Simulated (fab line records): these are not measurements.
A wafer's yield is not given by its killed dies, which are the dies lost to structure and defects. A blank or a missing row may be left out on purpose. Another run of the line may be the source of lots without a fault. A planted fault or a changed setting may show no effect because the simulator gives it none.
Which tool did it? || flow nand harc || 13 lots with 39 wafers sampled at 5 steps, on a route of 1159 steps

## WHAT THE GAUGES SHOWED, per wafer
NHARC_A_CONTACT_CD_MEAS_42 targets a cd of 200 nm.
{"lot": "L309", "measured": "day 16 22:00", "on": "cd sem-01", "cd nm (nm)": "200.8 201.7 200.5"}
{"lot": "L313", "measured": "day 16 23:04", "on": "cd sem-01", "cd nm (nm)": "200.1 199.5 200.0"}
{"lot": "L314", "measured": "day 17 01:38", "on": "cd sem-02", "cd nm (nm)": "200.3 199.9 200.4"}
{"lot": "L316", "measured": "day 18 06:39", "on": "cd sem-01", "cd nm (nm)": "200.2 199.4 200.4"}
{"lot": "L317", "measured": "day 18 07:17", "on": "cd sem-01", "cd nm (nm)": "199.3 199.5 199.6"}
{"lot": "L323", "measured": "day 19 04:32", "on": "cd sem-03", "cd nm (nm)": "200.4 200.4 199.6"}
{"lot": "L325", "measured": "day 19 23:25", "on": "cd sem-03", "cd nm (nm)": "201.0 201.0 200.7"}
{"lot": "L324", "measured": "day 19 23:50", "on": "cd sem-02", "cd nm (nm)": "200.7 200.2 200.3"}
{"lot": "L322", "measured": "day 20 06:41", "on": "cd sem-02", "cd nm (nm)": "202.0 201.3 200.9"}
{"lot": "L327", "measured": "day 20 08:01", "on": "cd sem-02", "cd nm (nm)": "199.2 199.5 199.7"}
{"lot": "L328", "measured": "day 20 10:38", "on": "cd sem-01", "cd nm (nm)": "200.9 200.5 200.2"}
{"lot": "L329", "measured": "day 21 16:38", "on": "cd sem-03", "cd nm (nm)": "199.4 200.0 199.8"}
{"lot": "L332", "measured": "day 22 05:25", "on": "cd sem-02", "cd nm (nm)": "199.1 200.3 200.5"}

NHARC_A_CONTACT_INSPECT_44.
{"lot": "L309", "measured": "day 16 22:07", "on": "defect inspect-02", "raw defect count": "35 29 39"}
{"lot": "L313", "measured": "day 16 23:11", "on": "defect inspect-02", "raw defect count": "24 28 33"}
{"lot": "L314", "measured": "day 17 01:46", "on": "defect inspect-01", "raw defect count": "25 18 25"}
{"lot": "L316", "measured": "day 18 06:46", "on": "defect inspect-02", "raw defect count": "11 10 10"}
{"lot": "L317", "measured": "day 18 07:25", "on": "defect inspect-02", "raw defect count": "21 17 28"}
{"lot": "L323", "measured": "day 19 04:40", "on": "defect inspect-01", "raw defect count": "27 31 25"}
{"lot": "L325", "measured": "day 19 23:32", "on": "defect inspect-01", "raw defect count": "48 40 48"}
{"lot": "L324", "measured": "day 19 23:57", "on": "defect inspect-02", "raw defect count": "11 12 10"}
{"lot": "L322", "measured": "day 20 06:48", "on": "defect inspect-02", "raw defect count": "24 37 33"}
{"lot": "L327", "measured": "day 20 08:08", "on": "defect inspect-01", "raw defect count": "48 52 61"}
{"lot": "L328", "measured": "day 20 10:46", "on": "defect inspect-02", "raw defect count": "58 61 58"}
{"lot": "L329", "measured": "day 21 16:45", "on": "defect inspect-01", "raw defect count": "41 25 31"}
{"lot": "L332", "measured": "day 22 05:32", "on": "defect inspect-02", "raw defect count": "46 31 39"}

NHARC_END_SORT_01.
{"lot": "L313", "measured": "day 20 12:23", "on": "prober-02", "killed at array": "28 22 33", "killed at other": "1 2 0", "killed at periphery": "1 2 6", "killed dies": "30 26 39", "killed open": "4 2 4", "killed short": "1 1 2"}
{"lot": "L314", "measured": "day 20 19:25", "on": "prober-02", "killed at array": "24 23 24", "killed at other": "0 1 0", "killed at periphery": "1 1 1", "killed dies": "25 25 25", "killed open": "4 6 3", "killed short": "1 1 1"}
{"lot": "L316", "measured": "day 21 07:46", "on": "prober-02", "killed at array": "666 674 675", "killed at other": "1 0 0", "killed at periphery": "10 3 2", "killed dies": "677 677 677", "killed open": "4 3 4", "killed short": "1 2 2"}
{"lot": "L317", "measured": "day 21 13:59", "on": "prober-02", "killed at array": "675 672 675", "killed at other": "1 1 1", "killed at periphery": "1 4 1", "killed dies": "677 677 677", "killed open": "3 4 2", "killed short": "1 1 4"}
{"lot": "L323", "measured": "day 22 13:37", "on": "prober-02", "killed at array": "28 29 26", "killed at other": "1 0 0", "killed at periphery": "1 5 5", "killed dies": "30 34 31", "killed open": "2 3 5", "killed short": "1 2 2"}
{"lot": "L325", "measured": "day 23 22:34", "on": "prober-02", "killed at array": "37 40 39", "killed at other": "0 0 0", "killed at periphery": "2 0 7", "killed dies": "39 40 46", "killed open": "4 1 7", "killed short": "3 0 0"}
{"lot": "L322", "measured": "day 24 21:59", "on": "prober-02", "killed at array": "29 37 35", "killed at other": "1 2 2", "killed at periphery": "7 5 5", "killed dies": "37 44 42", "killed open": "8 1 2", "killed short": "5 4 5"}
{"lot": "L327", "measured": "day 24 12:34", "on": "prober-02", "killed at array": "35 35 36", "killed at other": "0 1 0", "killed at periphery": "4 3 4", "killed dies": "39 39 40", "killed open": "7 3 6", "killed short": "1 3 0"}
{"lot": "L328", "measured": "day 25 04:08", "on": "prober-02", "killed at array": "40 54 44", "killed at other": "2 0 0", "killed at periphery": "3 4 4", "killed dies": "45 58 48", "killed open": "5 5 0", "killed short": "0 2 3"}
{"lot": "L329", "measured": "day 25 21:22", "on": "prober-02", "killed at array": "25 24 25", "killed at other": "1 0 0", "killed at periphery": "3 2 2", "killed dies": "29 26 27", "killed open": "3 1 1", "killed short": "1 3 1"}

## EACH LOT AND THE TOOL THAT RAN IT (in order: tool; ch and the chambers of the sampled wafers; start)
{"lot": "L309", "NHARC_A_CONTACT_DEP_29": "pecvd-01 ch 0,2, day 16 21:20", "NHARC_A_CONTACT_ETCH_49": "rie diel-06 ch 0,2,3, no start"}
{"lot": "L313", "NHARC_A_CONTACT_DEP_29": "pecvd-01 ch 1,2, day 16 22:29", "NHARC_A_CONTACT_ETCH_49": "rie diel-06 ch 0,2,3, day 20 12:23 or earlier"}
{"lot": "L314", "NHARC_A_CONTACT_DEP_29": "pecvd-03 ch 0,1,2, day 17 01:02", "NHARC_A_CONTACT_ETCH_49": "rie diel-13 ch 0,1,3, day 20 19:25 or earlier"}
{"lot": "L316", "NHARC_A_CONTACT_DEP_29": "pecvd-01 ch 0,1,2, day 18 06:07", "NHARC_A_CONTACT_ETCH_49": "rie diel-06 ch 0,1, day 21 07:46 or earlier"}
{"lot": "L317", "NHARC_A_CONTACT_DEP_29": "pecvd-04 ch 0,1,2, day 18 06:34", "NHARC_A_CONTACT_ETCH_49": "rie diel-09 ch 0,1,2, day 21 13:59 or earlier"}
{"lot": "L323", "NHARC_A_CONTACT_DEP_29": "pecvd-04 ch 0,1, day 19 03:53", "NHARC_A_CONTACT_ETCH_49": "rie diel-13 ch 0,1,3, day 22 13:37 or earlier"}
{"lot": "L325", "NHARC_A_CONTACT_DEP_29": "pecvd-01 ch 1,2, day 19 22:45", "NHARC_A_CONTACT_ETCH_49": "rie diel-06 ch 0,2, day 23 22:34 or earlier"}
{"lot": "L324", "NHARC_A_CONTACT_DEP_29": "pecvd-03 ch 1,2, day 19 23:06", "NHARC_A_CONTACT_ETCH_49": "rie diel-09 ch 0,3, no start"}
{"lot": "L322", "NHARC_A_CONTACT_DEP_29": "pecvd-04 ch 0,1, day 20 05:57", "NHARC_A_CONTACT_ETCH_49": "rie diel-06 ch 0,3, day 24 21:59 or earlier"}
{"lot": "L327", "NHARC_A_CONTACT_DEP_29": "pecvd-03 ch 0,1, day 20 07:25", "NHARC_A_CONTACT_ETCH_49": "rie diel-06 ch 0,1,3, day 24 12:34 or earlier"}
{"lot": "L328", "NHARC_A_CONTACT_DEP_29": "pecvd-03 ch 0,2, day 20 10:01", "NHARC_A_CONTACT_ETCH_49": "rie diel-06 ch 0,1,3, day 25 04:08 or earlier"}
{"lot": "L329", "NHARC_A_CONTACT_DEP_29": "pecvd-01 ch 0,1, day 21 16:05", "NHARC_A_CONTACT_ETCH_49": "rie diel-09 ch 0,1,2, day 25 21:22 or earlier"}
{"lot": "L332", "NHARC_A_CONTACT_DEP_29": "pecvd-03 ch 0,1, day 22 04:41", "NHARC_A_CONTACT_ETCH_49": "rie diel-06 ch 2,3, no start"}
- NHARC_A_CONTACT_DEP_29: deposits SiON, target thk 70 nm.
- NHARC_A_CONTACT_ETCH_49: etches the open film in N2/H2, target depth 260 nm, time 475.3 s.

## WHAT THE TOOLS THEMSELVES READ (means of the sampled wafers that have a number; where no wafer has one, the mark that the record gives instead)
NHARC_A_CONTACT_DEP_29.
{"lot": "L309", "tool": "pecvd-01", "chamber pressure Torr (Torr)": 3.495, "heater power outer w (W)": 475, "heater power w (W)": 839}
{"lot": "L313", "tool": "pecvd-01", "chamber pressure Torr (Torr)": 3.505, "heater power outer w (W)": 419, "heater power w (W)": 677}
{"lot": "L314", "tool": "pecvd-03", "chamber pressure Torr (Torr)": 3.505, "heater power outer w (W)": 425, "heater power w (W)": 691}
{"lot": "L316", "tool": "pecvd-01", "chamber pressure Torr (Torr)": "-", "heater power outer w (W)": "-", "heater power w (W)": "-"}
{"lot": "L317", "tool": "pecvd-04", "chamber pressure Torr (Torr)": "-", "heater power outer w (W)": "-", "heater power w (W)": "-"}
{"lot": "L323", "tool": "pecvd-04", "chamber pressure Torr (Torr)": 3.500, "heater power outer w (W)": 469, "heater power w (W)": 752}
{"lot": "L325", "tool": "pecvd-01", "chamber pressure Torr (Torr)": 3.498, "heater power outer w (W)": 404, "heater power w (W)": 657}
{"lot": "L324", "tool": "pecvd-03", "chamber pressure Torr (Torr)": 3.511, "heater power outer w (W)": 458, "heater power w (W)": 747}
{"lot": "L322", "tool": "pecvd-04", "chamber pressure Torr (Torr)": 3.496, "heater power outer w (W)": 443, "heater power w (W)": 712}
{"lot": "L327", "tool": "pecvd-03", "chamber pressure Torr (Torr)": 3.498, "heater power outer w (W)": 400, "heater power w (W)": 654}
{"lot": "L328", "tool": "pecvd-03", "chamber pressure Torr (Torr)": 3.498, "heater power outer w (W)": 421, "heater power w (W)": 691}
{"lot": "L329", "tool": "pecvd-01", "chamber pressure Torr (Torr)": 3.494, "heater power outer w (W)": 383, "heater power w (W)": 692}
{"lot": "L332", "tool": "pecvd-03", "chamber pressure Torr (Torr)": 3.504, "heater power outer w (W)": 387, "heater power w (W)": 656}

NHARC_A_CONTACT_ETCH_49.
{"lot": "L309", "tool": "rie diel-06", "drypump motor current A (A)": 5.7, "oes product au (a.u.)": 1.003, "rf vpp V (V)": 429.3, "showerhead plenum p Torr (Torr)": 2.02, "throttle valve pct (%)": 14.171}
{"lot": "L313", "tool": "rie diel-06", "drypump motor current A (A)": 5.7, "oes product au (a.u.)": 1.006, "rf vpp V (V)": 430.5, "showerhead plenum p Torr (Torr)": 2.02, "throttle valve pct (%)": 14.183}
{"lot": "L314", "tool": "rie diel-13", "drypump motor current A (A)": 5.9, "oes product au (a.u.)": 0.993, "rf vpp V (V)": 429.7, "showerhead plenum p Torr (Torr)": 2.01, "throttle valve pct (%)": 14.168}
{"lot": "L316", "tool": "rie diel-06", "drypump motor current A (A)": 5.6, "oes product au (a.u.)": 1.010, "rf vpp V (V)": 431.2, "showerhead plenum p Torr (Torr)": 2.03, "throttle valve pct (%)": 14.171}
{"lot": "L317", "tool": "rie diel-09", "drypump motor current A (A)": 5.7, "oes product au (a.u.)": 0.996, "rf vpp V (V)": 432.9, "showerhead plenum p Torr (Torr)": 2.09, "throttle valve pct (%)": 14.176}
{"lot": "L323", "tool": "rie diel-13", "drypump motor current A (A)": 5.8, "oes product au (a.u.)": 0.993, "rf vpp V (V)": 429.3, "showerhead plenum p Torr (Torr)": 2.01, "throttle valve pct (%)": 14.171}
{"lot": "L325", "tool": "rie diel-06", "drypump motor current A (A)": 5.5, "oes product au (a.u.)": 1.001, "rf vpp V (V)": 431.9, "showerhead plenum p Torr (Torr)": 2.08, "throttle valve pct (%)": 14.174}
{"lot": "L324", "tool": "rie diel-09", "drypump motor current A (A)": 5.4, "oes product au (a.u.)": 0.987, "rf vpp V (V)": 432.3, "showerhead plenum p Torr (Torr)": 2.10, "throttle valve pct (%)": 14.164}
{"lot": "L322", "tool": "rie diel-06", "drypump motor current A (A)": 5.4, "oes product au (a.u.)": 1.001, "rf vpp V (V)": 428.3, "showerhead plenum p Torr (Torr)": 1.94, "throttle valve pct (%)": 14.171}
{"lot": "L327", "tool": "rie diel-06", "drypump motor current A (A)": 5.7, "oes product au (a.u.)": 1.014, "rf vpp V (V)": 429.7, "showerhead plenum p Torr (Torr)": 1.99, "throttle valve pct (%)": 14.179}
{"lot": "L328", "tool": "rie diel-06", "drypump motor current A (A)": 5.8, "oes product au (a.u.)": 1.015, "rf vpp V (V)": 428.7, "showerhead plenum p Torr (Torr)": 1.99, "throttle valve pct (%)": 14.170}
{"lot": "L329", "tool": "rie diel-09", "drypump motor current A (A)": 5.8, "oes product au (a.u.)": 0.993, "rf vpp V (V)": 431.7, "showerhead plenum p Torr (Torr)": 2.09, "throttle valve pct (%)": 14.172}
{"lot": "L332", "tool": "rie diel-06", "drypump motor current A (A)": 6.0, "oes product au (a.u.)": 1.000, "rf vpp V (V)": 431.8, "showerhead plenum p Torr (Torr)": 2.08, "throttle valve pct (%)": 14.168}

## THE ANSWER, worked out from the rows above alone
Rule: the usual values come from the lots themselves. The widest of any qualifying gaps counts: lots, ordered by their means at a reading, are off when they make up no more than a third of the lots, leave a main group of 4 or more, and stand apart from it by 3 or more times the standard deviation of that group's means. The tables above print the reading to a certain number of digits; a main group whose means all agree to those digits is not used. Also off: a lot with no number at a reading for which 4 or more lots have one. Where the step has rows for the other lots, those lots are counted as sound. Order of review: gauges by route order, followed by the tools' own readings, for which a lot's mean as printed above is used. The first step at which some lot is off is used, and at that step the reading that is off furthest; a lot without a number counts as furthest.
Off: L316, L317, at NHARC_END_SORT_01 (killed at array). Main group: mean 32, sd 7.2. Neither off nor sound, because the step has no rows for them: L309, L324, L332.
If a tool, at a process step before that reading, ran all the lots that are off and no sound lot after the first of them, it fits. Not tried: the gauges at NHARC_END_SORT_01; whatever is off there is also off at NHARC_A_CONTACT_DEP_29, on other tools, and gauge error can't account for it. Because NHARC_A_CONTACT_ETCH_49 lacks a start for some lots, the hours and order of its lots are taken from NHARC_END_SORT_01. None of those tried fits.

## WHAT THE SIMULATOR HAD PUT IN
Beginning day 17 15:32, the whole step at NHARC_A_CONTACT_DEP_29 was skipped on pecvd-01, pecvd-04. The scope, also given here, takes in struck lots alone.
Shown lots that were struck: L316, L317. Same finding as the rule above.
